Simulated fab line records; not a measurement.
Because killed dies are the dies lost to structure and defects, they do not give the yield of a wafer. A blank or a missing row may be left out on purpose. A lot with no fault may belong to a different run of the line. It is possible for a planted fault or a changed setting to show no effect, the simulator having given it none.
The tool behind it: which one? -- flow n5_finfet -- 69 wafers from 23 lots sampled at 5 of the route's 1938 steps

## WHAT THE GAUGES SHOWED, per wafer
N5_FIN_SAQP_INSPECT_40: inspects for defects (brightfield).
lot,measured,on,raw_defect_count
L074,day 2 03:00,defect_inspect-01,231 167 150
L075,day 2 10:01,defect_inspect-01,214 214 150
L076,day 2 14:03,defect_inspect-02,198 225 314
L077,day 2 20:34,defect_inspect-02,261 218 246
L078,day 3 02:43,defect_inspect-01,303 200 188
L079,day 3 09:02,defect_inspect-02,181 143 178
L080,day 3 14:29,defect_inspect-02,277 191 355
L081,day 3 20:20,defect_inspect-01,241 282 201
L082,day 4 03:42,defect_inspect-02,291 221 219
L083,day 4 08:17,defect_inspect-02,288 284 271
L084,day 4 14:50,defect_inspect-02,238 187 276
L085,day 4 23:02,defect_inspect-02,209 204 221
L086,day 5 07:13,defect_inspect-01,245 180 140
L087,day 5 11:04,defect_inspect-01,353 279 247
L089,day 5 20:28,defect_inspect-02,224 162 192
L090,day 6 02:24,defect_inspect-02,320 265 287
L091,day 6 08:37,defect_inspect-01,226 255 197
L092,day 6 13:39,defect_inspect-01,163 250 242
L093,day 6 19:51,defect_inspect-02,269 166 272
L094,day 7 02:53,defect_inspect-02,201 263 227
L095,day 7 08:06,defect_inspect-02,178 234 198
L096,day 7 14:18,defect_inspect-02,221 272 248
L097,day 7 20:38,defect_inspect-02,178 256 176

N5_DUMMY_GATE_THK_MEAS_05.
lot,measured,on,thk_nm (nm)
L074,day 2 18:50,film_metro-01,72.7 71.1 72.3
L075,day 3 00:37,film_metro-02,71.9 72.1 71.8
L076,day 3 05:03,film_metro-01,72.4 73.0 72.3
L077,day 3 11:37,film_metro-01,73.2 73.5 71.7
L078,day 3 18:23,film_metro-02,72.7 74.1 73.3
L079,day 3 23:38,film_metro-01,72.9 73.2 73.9
L080,day 4 05:42,film_metro-02,70.5 72.8 72.9
L081,day 4 11:15,film_metro-02,71.6 73.8 71.7
L082,day 4 20:07,film_metro-01,71.8 73.7 71.3
L083,day 5 03:44,film_metro-02,72.1 73.2 71.6
L084,day 5 07:52,film_metro-02,73.3 73.9 73.7
L085,day 5 14:19,film_metro-01,71.5 72.1 73.4
L086,day 5 22:49,film_metro-01,73.6 74.9 73.6
L087,day 6 01:20,film_metro-02,69.9 72.2 71.7
L089,day 6 10:41,film_metro-01,73.8 74.1 73.6
L090,day 6 17:22,film_metro-01,73.1 73.8 70.3
L091,day 6 23:05,film_metro-02,71.5 72.2 73.8
L092,day 7 04:19,film_metro-01,74.0 71.8 70.3
L093,day 7 10:16,film_metro-01,72.5 72.8 71.1
L094,day 7 18:04,film_metro-02,72.5 73.3 73.3
L095,day 7 22:56,film_metro-02,74.5 70.9 72.5
L096,day 8 05:19,film_metro-02,71.9 71.2 72.2
L097,day 8 11:10,film_metro-01,72.6 69.9 73.0

## TOOL THAT RAN EACH LOT (tool first, then ch and the chambers of the sampled wafers, then the start)
lot,N5_FIN_CUT_PRECLEAN_35,N5_FIN_CUT_CUT_ETCH_15,N5_FIN_CUT_STRIP_22
L074,"vapor_etch-02 ch 0,1, day 2 04:21","rie_si-05 ch 0,1,3, day 2 04:26","rie_diel-02 ch 0,1,3, day 2 04:34"
L075,"vapor_etch-01 ch 1, day 2 10:59","rie_si-05 ch 0,1,2, day 2 11:04","rie_diel-05 ch 0,1,3, day 2 11:11"
L076,"vapor_etch-01 ch 0,1, day 2 15:09","rie_si-05 ch 0,1,3, day 2 15:14","rie_diel-05 ch 0,2,3, day 2 15:23"
L077,"vapor_etch-01 ch 1, day 2 21:33","rie_si-06 ch 0,1,3, day 2 21:38","rie_diel-02 ch 1,2,3, day 2 21:47"
L078,"vapor_etch-02 ch 0,1, day 3 03:49","rie_si-04 ch 0,2,3, day 3 03:53","rie_diel-06 ch 0,2,3, day 3 04:01"
L079,"vapor_etch-01 ch 0,1, day 3 10:08","rie_si-06 ch 1,2,3, day 3 10:13","rie_diel-06 ch 0,2,3, day 3 10:20"
L080,"vapor_etch-02 ch 0,1, day 3 15:35","rie_si-05 ch 0,2,3, day 3 15:40","rie_diel-02 ch 0,1,2, day 3 15:49"
L081,"vapor_etch-01 ch 0,1, day 3 21:26","rie_si-06 ch 0,1,3, day 3 21:31","rie_diel-05 ch 0,1,2, day 3 21:47"
L082,"vapor_etch-01 ch 0,1, day 4 04:53","rie_si-06 ch 0,1,3, day 4 04:58","rie_diel-02 ch 0,3, day 4 05:10"
L083,"vapor_etch-02 ch 0,1, day 4 09:16","rie_si-06 ch 0,1,2, day 4 09:21","rie_diel-02 ch 0,2,3, day 4 09:28"
L084,"vapor_etch-01 ch 1, day 4 15:56","rie_si-06 ch 0,1,2, day 4 16:02","rie_diel-05 ch 0,3, day 4 16:09"
L085,"vapor_etch-01 ch 0,1, day 5 00:01","rie_si-06 ch 0,1, day 5 00:05","rie_diel-05 ch 1,2,3, day 5 00:13"
L086,"vapor_etch-01 ch 0,1, day 5 08:43","rie_si-04 ch 0,1,3, day 5 08:48","rie_diel-06 ch 0,1,2, day 5 08:56"
L087,"vapor_etch-01 ch 0,1, day 5 12:05","rie_si-05 ch 1,2,3, day 5 12:10","rie_diel-06 ch 0,2,3, day 5 12:17"
L089,"vapor_etch-02 ch 0,1, day 5 21:26","rie_si-05 ch 0,1, day 5 21:31","rie_diel-05 ch 0,2,3, day 5 21:39"
L090,"vapor_etch-02 ch 0,1, day 6 03:22","rie_si-06 ch 1,3, day 6 03:27","rie_diel-06 ch 0,1,3, day 6 03:34"
L091,"vapor_etch-02 ch 0,1, day 6 09:43","rie_si-06 ch 0,1,2, day 6 09:48","rie_diel-06 ch 0,2,3, day 6 09:56"
L092,"vapor_etch-01 ch 0,1, day 6 14:37","rie_si-04 ch 0,1,3, day 6 14:42","rie_diel-05 ch 0,2, day 6 14:56"
L093,"vapor_etch-02 ch 1, day 6 20:59","rie_si-04 ch 0,2,3, day 6 21:04","rie_diel-02 ch 0,1,3, day 6 21:11"
L094,"vapor_etch-01 ch 0,1, day 7 03:56","rie_si-06 ch 0,1, day 7 04:01","rie_diel-05 ch 1,2, day 7 04:08"
L095,"vapor_etch-02 ch 0,1, day 7 09:05","rie_si-05 ch 1,2,3, day 7 09:10","rie_diel-02 ch 0,3, day 7 09:20"
L096,"vapor_etch-02 ch 0,1, day 7 15:24","rie_si-04 ch 0,2,3, day 7 15:29","rie_diel-02 ch 0,1,3, day 7 15:36"
L097,"vapor_etch-01 ch 1, day 7 21:37","rie_si-04 ch 0,1,3, day 7 21:42","rie_diel-06 ch 2,3, day 7 21:50"
- N5_FIN_CUT_PRECLEAN_35: cleans in vHF, time 13.3 s.
- N5_FIN_CUT_CUT_ETCH_15: etches Si in HBr/Cl2/O2, target depth 100 nm, bt time 10 s, time 42.4 s.
- N5_FIN_CUT_STRIP_22: strips in N2/H2.

## AS READ BY THE TOOLS THEMSELVES (means over the sampled wafers that have a number; for cases with no such wafer, the mark the record gives instead)
N5_FIN_CUT_PRECLEAN_35.
lot,tool,drypump_motor_current_A (A)
L074,vapor_etch-02,5.3
L075,vapor_etch-01,5.9
L076,vapor_etch-01,5.6
L077,vapor_etch-01,5.9
L078,vapor_etch-02,5.5
L079,vapor_etch-01,5.4
L080,vapor_etch-02,5.5
L081,vapor_etch-01,5.4
L082,vapor_etch-01,5.6
L083,vapor_etch-02,5.5
L084,vapor_etch-01,5.9
L085,vapor_etch-01,5.6
L086,vapor_etch-01,5.6
L087,vapor_etch-01,5.6
L089,vapor_etch-02,5.3
L090,vapor_etch-02,5.5
L091,vapor_etch-02,5.5
L092,vapor_etch-01,5.4
L093,vapor_etch-02,5.8
L094,vapor_etch-01,5.6
L095,vapor_etch-02,5.3
L096,vapor_etch-02,5.5
L097,vapor_etch-01,5.9

N5_FIN_CUT_CUT_ETCH_15.
lot,tool,chamber_pressure_mTorr (mTorr),drypump_motor_current_A (A),oes_product_au (a.u.),throttle_valve_pct (%)
L074,rie_si-05,9.998,5.9,0.994,37.40
L075,rie_si-05,9.990,5.8,0.990,37.41
L076,rie_si-05,9.997,5.8,0.992,37.40
L077,rie_si-06,9.996,5.5,1.008,36.99
L078,rie_si-04,10.009,5.4,1.001,37.41
L079,rie_si-06,10.001,5.4,1.005,37.21
L080,rie_si-05,10.006,5.8,0.989,37.17
L081,rie_si-06,10.005,5.5,1.010,37.00
L082,rie_si-06,10.002,5.5,1.010,37.00
L083,rie_si-06,9.994,5.7,1.021,37.15
L084,rie_si-06,10.002,5.8,1.018,37.15
L085,rie_si-06,10.001,5.9,1.021,36.94
L086,rie_si-04,9.994,5.4,0.997,37.44
L087,rie_si-05,10.013,5.5,0.999,37.23
L089,rie_si-05,10.006,6.0,0.994,37.58
L090,rie_si-06,10.005,5.1,0.999,37.06
L091,rie_si-06,9.991,5.7,1.024,37.15
L092,rie_si-04,10.006,5.4,1.001,37.45
L093,rie_si-04,10.008,5.4,0.994,37.41
L094,rie_si-06,10.011,5.9,1.025,36.93
L095,rie_si-05,10.002,5.6,0.998,37.24
L096,rie_si-04,10.002,5.4,0.999,37.41
L097,rie_si-04,10.000,5.4,1.000,37.45

N5_FIN_CUT_STRIP_22.
lot,tool,chamber_pressure_mTorr (mTorr),drypump_motor_current_A (A),n2_flow_sccm (sccm),oes_product_au (a.u.),rf_vpp_V (V),showerhead_plenum_p_Torr (Torr),throttle_valve_pct (%)
L074,rie_diel-02,49.94,5.5,300.0,0.75,54.2,3.41,19.3
L075,rie_diel-05,50.01,5.8,300.5,0.82,54.8,3.39,19.1
L076,rie_diel-05,50.05,5.6,299.4,0.75,55.6,3.42,19.4
L077,rie_diel-02,50.01,5.4,300.3,0.74,53.5,3.30,19.2
L078,rie_diel-06,50.06,5.9,300.4,0.75,50.4,3.36,18.9
L079,rie_diel-06,49.89,5.9,299.6,0.75,56.4,3.36,18.9
L080,rie_diel-02,50.00,5.3,299.3,0.73,54.6,3.29,19.1
L081,rie_diel-05,49.95,5.6,299.7,0.81,54.8,3.38,19.5
L082,rie_diel-02,50.04,5.3,300.4,0.77,53.4,3.50,18.9
L083,rie_diel-02,49.96,5.3,300.0,0.74,53.0,3.39,18.8
L084,rie_diel-05,50.02,6.0,299.7,0.74,52.3,3.31,19.1
L085,rie_diel-05,49.99,5.4,301.0,0.80,54.3,3.48,19.3
L086,rie_diel-06,50.25,5.9,300.0,0.79,53.8,3.37,18.8
L087,rie_diel-06,50.05,5.8,299.6,0.73,56.3,3.35,19.0
L089,rie_diel-05,49.97,5.6,300.5,0.73,53.5,3.41,19.4
L090,rie_diel-06,50.14,6.1,300.9,0.81,54.5,3.43,18.8
L091,rie_diel-06,50.02,5.8,299.8,0.73,54.7,3.34,19.0
L092,rie_diel-05,50.00,5.4,301.0,0.73,52.4,3.40,19.8
L093,rie_diel-02,50.16,5.4,299.7,0.73,53.3,3.39,19.3
L094,rie_diel-05,49.99,5.2,300.7,0.78,53.8,3.47,19.8
L095,rie_diel-02,50.11,5.4,301.2,0.75,56.0,3.49,19.0
L096,rie_diel-02,49.96,5.5,300.2,0.73,54.0,3.39,19.3
L097,rie_diel-06,49.97,6.3,299.5,0.71,55.3,3.43,19.2

## THE ANSWER, worked out from the rows above alone
Rule: the lots themselves supply what counts as usual. The widest of any qualifying gaps counts: lots, ordered by their means at a reading, are off when they make up no more than a third of the lots, leave a main group of 4 or more, and stand apart from it by 3 or more times the standard deviation of that group's means. A main group is skipped when, at the precision printed for the reading in the tables above, its means are all equal. Also off: a lot with no number at a reading for which 4 or more lots have one. All remaining lots with rows at the step are treated as sound. First the gauges in route order, then the tools' own readings, where a lot's mean is used as printed above. At the first step where some lot is off, the reading lying furthest off is the one used; lots without a number count as furthest.
No lot is off on any of the readings shown, so nothing can be concluded from this.

## WHAT WAS PUT IN BY THE SIMULATOR
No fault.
